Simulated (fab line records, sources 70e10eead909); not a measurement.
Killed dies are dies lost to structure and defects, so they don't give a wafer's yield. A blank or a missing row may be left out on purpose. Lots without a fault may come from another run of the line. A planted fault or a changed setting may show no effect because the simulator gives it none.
Tool commonality check | flow nand_harc | 13 lots, 39 wafers sampled

WHY IT WAS OPENED
At NHARC_A_CONTACT_OVL_MEAS_70 the reading overlay_x_nm is flagged on 2 of 13 lots. Wafers without a fault read -0.2 nm, standard deviation 0.7.
Rule: a lot is flagged when every wafer of it that has a number lies more than 4 standard deviations from that mean, or none has a number. The other lots count as sound.

lot  | measured     | on         | overlay_x_nm (nm), wafer by wafer | flag
L984 | day 16 19:46 | overlay-01 | -0.4 -0.3 -0.4                    |
L988 | day 16 23:40 | overlay-02 | 0.1 -0.5 -0.4                     |
L985 | day 17 00:51 | overlay-01 | -0.5 -0.7 0.0                     |
L986 | day 17 06:29 | overlay-02 | -0.7 -0.6 -0.9                    |
L989 | day 17 12:14 | overlay-02 | -0.2 -0.2 -0.1                    |
L987 | day 17 18:26 | overlay-02 | 0.7 1.0 0.4                       |
L995 | day 19 08:46 | overlay-01 | -0.9 -0.3 -1.1                    |
L997 | day 19 14:57 | overlay-01 | 23.5 23.4 24.0                    | FLAGGED
L998 | day 19 20:22 | overlay-01 | 23.5 23.7 23.2                    | FLAGGED
L100 | day 19 21:00 | overlay-02 | 1.0 0.9 1.4                       |
L103 | day 21 20:01 | overlay-01 | 0.5 0.8 0.6                       |
L107 | day 22 12:20 | overlay-01 | -1.0 -0.6 -0.7                    |
L105 | day 22 16:14 | overlay-02 | -1.6 -0.9 -1.7                    |
The numbers of the flagged lots are 23.6 nm on average: +23.8 nm against the usual, or +34 standard deviations.

WHICH TOOL RAN EACH LOT
The record holds 1 process step before the reading, out of a route of 1159 steps. In each cell: the tool, then ch and the chambers that the sampled wafers went through, then the start.
lot  | flag    | NHARC_A_CONTACT_EXPOSE_66
L984 |         | arfi_scanner-01 ch 0, day 16 19:33
L988 |         | arfi_scanner-01 ch 0, day 16 23:26
L985 |         | arfi_scanner-02 ch 0, day 17 00:38
L986 |         | arfi_scanner-02 ch 0, day 17 06:15
L989 |         | arfi_scanner-03 ch 0, day 17 12:00
L987 |         | arfi_scanner-02 ch 0, day 17 18:13
L995 |         | arfi_scanner-03 ch 0, day 19 08:32
L997 | FLAGGED | arfi_scanner-02 ch 0, day 19 14:43
L998 | FLAGGED | arfi_scanner-02 ch 0, day 19 20:08
L100 |         | arfi_scanner-03 ch 0, day 19 20:46
L103 |         | arfi_scanner-01 ch 0, day 21 19:47
L107 |         | arfi_scanner-01 ch 0, day 22 12:07
L105 |         | arfi_scanner-03 ch 0, day 22 16:01
What these steps do:
- NHARC_A_CONTACT_EXPOSE_66: exposes mask A CC 2.
- NHARC_A_CONTACT_OVL_MEAS_70

FLAGGED OVER TOTAL, TOOL BY TOOL (the gauges that took the reading come last)
step                        | tool            | lots run | flagged | share of the flagged lots | sound lots run after its first flagged lot
NHARC_A_CONTACT_EXPOSE_66   | arfi_scanner-01 | 4        | 0       | none                      | -
NHARC_A_CONTACT_EXPOSE_66   | arfi_scanner-02 | 5        | 2       | all                       | 0
NHARC_A_CONTACT_EXPOSE_66   | arfi_scanner-03 | 4        | 0       | none                      | -
NHARC_A_CONTACT_OVL_MEAS_70 | overlay-01      | 7        | 2       | all                       | 2 (L103,L107)
NHARC_A_CONTACT_OVL_MEAS_70 | overlay-02      | 6        | 0       | none                      | -

WHAT THE TABLE ALLOWS
2 rows of the table ran every flagged lot: arfi_scanner-02 at NHARC_A_CONTACT_EXPOSE_66, overlay-01 at NHARC_A_CONTACT_OVL_MEAS_70.
- arfi_scanner-02 at NHARC_A_CONTACT_EXPOSE_66: 2 of its 5 lots flagged. Its last sound lot is L987 (day 17 18:13), its first flagged lot L997 (day 19 14:43): a fault that began between those two fits.
- overlay-01 at NHARC_A_CONTACT_OVL_MEAS_70: 2 of its 7 lots flagged. Sound lots ran on it after the first flagged one (L103, L107), which a lasting fault on the whole tool wouldn't allow.
One tool is left: arfi_scanner-02 at NHARC_A_CONTACT_EXPOSE_66.

WHAT THE SIMULATOR HAD PUT IN
Scanner matching overlay: arfi_scanner-02, from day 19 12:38 on, at NHARC_A_CONTACT_EXPOSE_66. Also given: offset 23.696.
Lots struck among those shown: L997, L998. The rule above found the same.
